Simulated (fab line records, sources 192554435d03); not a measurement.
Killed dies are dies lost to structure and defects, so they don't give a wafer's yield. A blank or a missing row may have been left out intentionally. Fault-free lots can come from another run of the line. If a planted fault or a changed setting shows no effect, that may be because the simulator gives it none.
Matching of chambers | flow n5-finfet | ald-sin-02 running N5_GATE_CUT_SAC_CAP_01: 4 sister chambers
The step material SiNx, target thk 24 nm, pulse time 1 s, ald cycles 480. 8 wafers are shown with their chamber, then 7 later ones without.

## EACH WAFER AND ITS CHAMBER
wafer  | chamber | heater-power-w (W) | heater-power-outer-w (W)
L075.3 | 0       | 895                | 516
L075.4 | 2       | 921                | 541
L082.6 | 3       | 832                | 510
L086.1 | 2       | 915                | 544
L086.2 | 0       | 912                | 506
L086.4 | 1       | 760                | 449
L089.2 | 3       | 843                | 514
L089.3 | 1       | 765                | 476

## WAFERS WHOSE CHAMBER IS MISSING
wafer  | heater-power-w (W) | heater-power-outer-w (W)
L089.6 | 882                | 528
L094.2 | 779                | 466
L094.3 | 775                | 464
L094.4 | 748                | 455
L097.1 | 743                | 445
L097.4 | 859                | 544
L097.5 | 864                | 515

## WHICH CHAMBER EACH WENT THROUGH
wafer  | from the rows above     | in truth
L089.6 | can't be placed: 0 or 2 | 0
L094.2 | 1                       | 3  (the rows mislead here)
L094.3 | 1                       | 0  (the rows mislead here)
L094.4 | 1                       | 1
L097.1 | 1                       | 1
L097.4 | 3                       | 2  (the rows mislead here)
L097.5 | can't be placed: 3 or 0 | 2
Placed correctly: 2 of 7. Unplaceable from these rows: 2, with the true chamber sitting among the candidates in 1. Wrongly placed: 3.
How it was worked out, from the rows above alone: a wafer's distance from a chamber is the root of the sum, over the readings, of the square of ((its reading less the chamber's mean) divided by the reading's scatter). The wafer belongs to the nearest chamber; if the next one is less than 2 further off, it can't be placed. Each chamber's mean is taken over the wafers shown for it. The scatter is the square root of a quotient: the sum, over the shown wafers, of each reading's squared deviation from its chamber's mean, divided by wafers minus chambers.
